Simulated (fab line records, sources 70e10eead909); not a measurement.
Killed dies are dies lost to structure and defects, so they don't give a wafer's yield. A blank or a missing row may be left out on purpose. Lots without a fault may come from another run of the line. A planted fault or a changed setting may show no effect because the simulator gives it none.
fab line records | flow nand_harc
record lots=6 wafers=18 last_day=33
route steps=1302 shown A_ONON_D2@546
lots that met no fault: from a run of the same line without faults
start_h: hours from the record's first day to the start of the lot's first wafer shown | wait_h: hours since the lot's step before | " the same as in the row above | L1.1+2: a row that stands for several wafers | - no value, or no start given | * or withheld: withheld | < > ~ a bound
route shown NAME@n: a module of which the file shows steps, and the number in the route of the first | usual: mean/standard deviation of fault-free wafers | same: alike in all rows | chamber/n: place in a boat | sites: the reading at each site | _std_site: their standard deviation | _edge_site: outer sites' mean less inner sites' | radius_mm: how far each site lies from the wafer's centre | mask NAME#n: copy n | behind: the tool/chamber that last shaped the wafer | hold: why the lot was held/for how many hours/how that ended | device: the transistor (n, p or np) that didn't switch | end of line: the same wafers' tests at the end of the route | a step without rows: its recipe alone | killed: dies lost to structure and defects at the first sort, not the wafer's yield | map: a wafer's dies, x killed, . not, _ none there
set.NAME: the setting as run; set.NAME@STEP: as run at that earlier step | model.NAME: the simulator's own value behind a step, which no gauge read
lots at some steps of the route; a table a step, a row a wafer
services: from which hour (start_h, from the record's first day; less than 0 if before it) a tool's chamber was out of use, for how many hours, and why
## steps
# step NHARC_A_ONON_D2_THK_MEAS_02
# recipe thk_meas_gauge=ellipsometry
# usual thk_nm=997/7.8
# columns lot.wafer tool chamber start_h wait_h thk_nm
L687.3 film_metro-01 - 327.78 - 998
L687.4 " - " " 999
L687.5 " - " " 996
L688.2 film_metro-01 - 349.85 - 994
L688.5 " - " " 995
L688.6 " - " " 995
L690.1 film_metro-02 - 362.81 - 1007
L690.2 " - " " 1007
L690.6 " - " " 1008
L694.1 film_metro-02 - 417.52 - 992
L694.3 " - " " 992
L694.6 " - " " 992
L702.2 film_metro-02 - 488.72 - 999
L702.5 " - " " 1001
L702.6 " - " " 1001
L703.1 film_metro-02 - 488.73 - 988
L703.2 " - " " 987
L703.3 " - " " 989
# step NHARC_A_ONON_D2_DEP_03
# recipe target_thk_a=10000 n2_flow_sccm=2750 n2o_flow_sccm=2000 nh3_flow_sccm=500 sih4_flow_sccm=210 temp_c=400
# step NHARC_A_ONON_D2_THK_MEAS_05
# recipe thk_meas_gauge=ellipsometry
# usual thk_nm=1001/10
# columns lot.wafer tool chamber start_h wait_h thk_nm
L687.3 film_metro-02 - 328.35 - 1001
L687.4 " - " " 1001
L687.5 " - " " 1002
L688.2 film_metro-02 - 350.42 - 989
L688.5 " - " " 990
L688.6 " - " " 989
L690.1 film_metro-02 - 363.38 - 1023
L690.2 " - " " 1022
L690.6 " - " " 1020
L694.1 film_metro-01 - 418.09 - 1007
L694.3 " - " " 1007
L694.6 " - " " 1007
L702.2 film_metro-01 - 489.29 - 1004
L702.5 " - " " 1006
L702.6 " - " " 1005
L703.1 film_metro-02 - 489.30 - 1014
L703.2 " - " " 1014
L703.3 " - " " 1015
# step NHARC_A_ONON_D2_DEP_06
# recipe target_thk_a=10000 n2_flow_sccm=2750 n2o_flow_sccm=2000 nh3_flow_sccm=500 sih4_flow_sccm=210 temp_c=400
# step NHARC_A_ONON_D2_THK_MEAS_08
# recipe thk_meas_gauge=ellipsometry
# usual thk_nm=1001/11
# columns lot.wafer tool chamber start_h wait_h thk_nm
L687.3 film_metro-01 - 328.92 - 997
L687.4 " - " " 997
L687.5 " - " " 1000
L688.2 film_metro-01 - 350.98 - 993
L688.5 " - " " 993
L688.6 " - " " 993
L690.1 film_metro-02 - 363.94 - 1012
L690.2 " - " " 1012
L690.6 " - " " 1014
L694.1 film_metro-02 - 418.66 - 994
L694.3 " - " " 996
L694.6 " - " " 994
L702.2 film_metro-02 - 489.85 - 1003
L702.5 " - " " 1002
L702.6 " - " " 1004
L703.1 film_metro-01 - 489.87 - 1007
L703.2 " - " " 1005
L703.3 " - " " 1006
# step NHARC_A_ONON_D2_DEP_09
# recipe target_thk_a=10000 n2_flow_sccm=2750 n2o_flow_sccm=2000 nh3_flow_sccm=500 sih4_flow_sccm=210 temp_c=400
# step NHARC_A_ONON_D2_THK_MEAS_11
# recipe thk_meas_gauge=ellipsometry
# usual thk_nm=996/11
# columns lot.wafer tool chamber start_h wait_h thk_nm
L687.3 film_metro-02 - 329.48 - 1013
L687.4 " - " " 1012
L687.5 " - " " 1012
L688.2 film_metro-01 - 351.54 - 990
L688.5 " - " " 991
L688.6 " - " " 990
L690.1 film_metro-01 - 364.51 - 1005
L690.2 " - " " 1007
L690.6 " - " " 1006
L694.1 film_metro-02 - 419.23 - 988
L694.3 " - " " 987
L694.6 " - " " 988
L702.2 film_metro-01 - 490.41 - 1007
L702.5 " - " " 1005
L702.6 " - " " 1007
L703.1 film_metro-02 - 490.44 - 992
L703.2 " - " " 991
L703.3 " - " " 992
# step NHARC_A_ONON_D2_DEP_12
# recipe target_thk_a=10000 n2_flow_sccm=2750 n2o_flow_sccm=2000 nh3_flow_sccm=500 sih4_flow_sccm=210 temp_c=400
# step NHARC_A_ONON_D2_THK_MEAS_14
# recipe thk_meas_gauge=ellipsometry
# usual thk_nm=1001/9.4
# columns lot.wafer tool chamber start_h wait_h thk_nm
L687.3 film_metro-01 - 330.04 - 993
L687.4 " - " " 994
L687.5 " - " " 993
L688.2 film_metro-01 - 352.11 - 993
L688.5 " - " " 994
L688.6 " - " " 994
L690.1 film_metro-02 - 365.07 - 998
L690.2 " - " " 997
L690.6 " - " " 998
L694.1 film_metro-02 - 419.82 - 1010
L694.3 " - " " 1011
L694.6 " - " " 1010
L702.2 film_metro-01 - 490.98 - 1019
L702.5 " - " " 1018
L702.6 " - " " 1019
L703.1 film_metro-02 - 491.00 - 999
L703.2 " - " " 1001
L703.3 " - " " 1000
# step NHARC_A_ONON_D2_ANNEAL_15
# recipe temp_c=750 time_s=3600
# step NHARC_A_ONON_D2_DEP_16
# recipe target_thk_a=10000 n2_flow_sccm=2750 n2o_flow_sccm=2000 nh3_flow_sccm=500 sih4_flow_sccm=210 temp_c=400
# step NHARC_A_ONON_D2_THK_MEAS_18
# recipe thk_meas_gauge=ellipsometry
# usual thk_nm=1001/6.7
# columns lot.wafer tool chamber start_h wait_h thk_nm
L687.3 film_metro-02 - 337.40 - 992
L687.4 " - " " 991
L687.5 " - " " 994
L688.2 film_metro-01 - 359.43 - 1008
L688.5 " - " " 1010
L688.6 " - " " 1012
L690.1 film_metro-01 - 372.77 - 1000
L690.2 " - " " 1000
L690.6 " - " " 1000
L694.1 film_metro-02 - 428.05 - 994
L694.3 " - " " 994
L694.6 " - " " 994
L702.2 film_metro-01 - 498.34 - 1000
L702.5 " - " " 999
L702.6 " - " " 1000
L703.1 film_metro-02 - 498.34 - 1001
L703.2 " - " " 1001
L703.3 " - " " 999
# step NHARC_A_ONON_D2_DEP_19
# recipe target_thk_a=10000 n2_flow_sccm=2750 n2o_flow_sccm=2000 nh3_flow_sccm=500 sih4_flow_sccm=210 temp_c=400
# columns lot.wafer tool chamber start_h wait_h
L687.3+4+5 pecvd_onon-04 0 337.57 0.2
L688.2+5+6 pecvd_onon-04 0 359.55 0.1
L690.1+2+6 pecvd_onon-04 0 372.83 0.1
L694.1+3+6 pecvd_onon-01 0 428.23 0.2
L703.1+2+3 pecvd_onon-01 0 498.39 0.1
L702.2+5+6 pecvd_onon-03 0 498.45 0.1
# step NHARC_A_ONON_D2_THK_MEAS_21
# recipe thk_meas_gauge=ellipsometry
# usual thk_nm=1001/9.5
# columns lot.wafer tool chamber start_h wait_h thk_nm
L687.3 film_metro-02 - 337.97 - 1002
L687.4 " - " " 1001
L687.5 " - " " 1002
L688.2 film_metro-02 - 360.01 - 963
L688.5 " - " " 964
L688.6 " - " " 966
L690.1 film_metro-02 - 373.34 - 960
L690.2 " - " " 958
L690.6 " - " " 958
L694.1 film_metro-01 - 428.74 - 998
L694.3 " - " " 997
L694.6 " - " " 998
L702.2 film_metro-01 - 498.90 - 1004
L702.5 " - " " 1005
L702.6 " - " " 1005
L703.1 film_metro-02 - 498.90 - 1004
L703.2 " - " " 1005
L703.3 " - " " 1005
# step NHARC_A_ONON_D2_DEP_22
# recipe target_thk_a=10000 n2_flow_sccm=2750 n2o_flow_sccm=2000 nh3_flow_sccm=500 sih4_flow_sccm=210 temp_c=400
## services
# columns tool chamber start_h hours kind
pecvd_onon-01 - 361.73 5.8 repair
pecvd_onon-03 - 408.20 13.0 pm
pecvd_onon-01 - 450.00 13.0 pm
pecvd_onon-04 - 492.08 13.0 pm
## key
first_sign step=NHARC_A_ONON_D2_THK_MEAS_21 reading=thk_nm direction=down sigmas=4.1 usual=1001 struck=962
effect none on later readings
met_at NHARC_A_ONON_D2_DEP_19
struck_wafers L688.2,L688.5,L688.6,L690.1,L690.2,L690.6
later_rows_left_out L688.2,L688.5,L688.6,L690.1,L690.2,L690.6
sort_left_out L688.2,L688.5,L688.6,L690.1,L690.2,L690.6
tester_left_out L688,L690
onset_between 337.57 359.55
fault kind=process_parameter_drift tool=pecvd_onon-04 chamber=- onset_h=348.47 steps=NHARC_A_ONON_D2_DEP_19 channel=target_thk_a offset=* shape=step end_h=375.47 acts_in=* stated=*
# tester_left_out: of these lots the tester's yield and bins aren't shown, on N5 and GAA mostly nor the transistor test; their killed dies are dies lost to structure and defects alone, not to doping, threshold or leakage, so they don't give the yield
# sort_left_out: the simulated sort isn't trusted on such a fault, so these wafers' sort isn't shown, and their yield isn't known
# later_rows_left_out: the simulator's readings of these wafers behind a module that went badly wrong aren't trusted and aren't shown, but for the sort
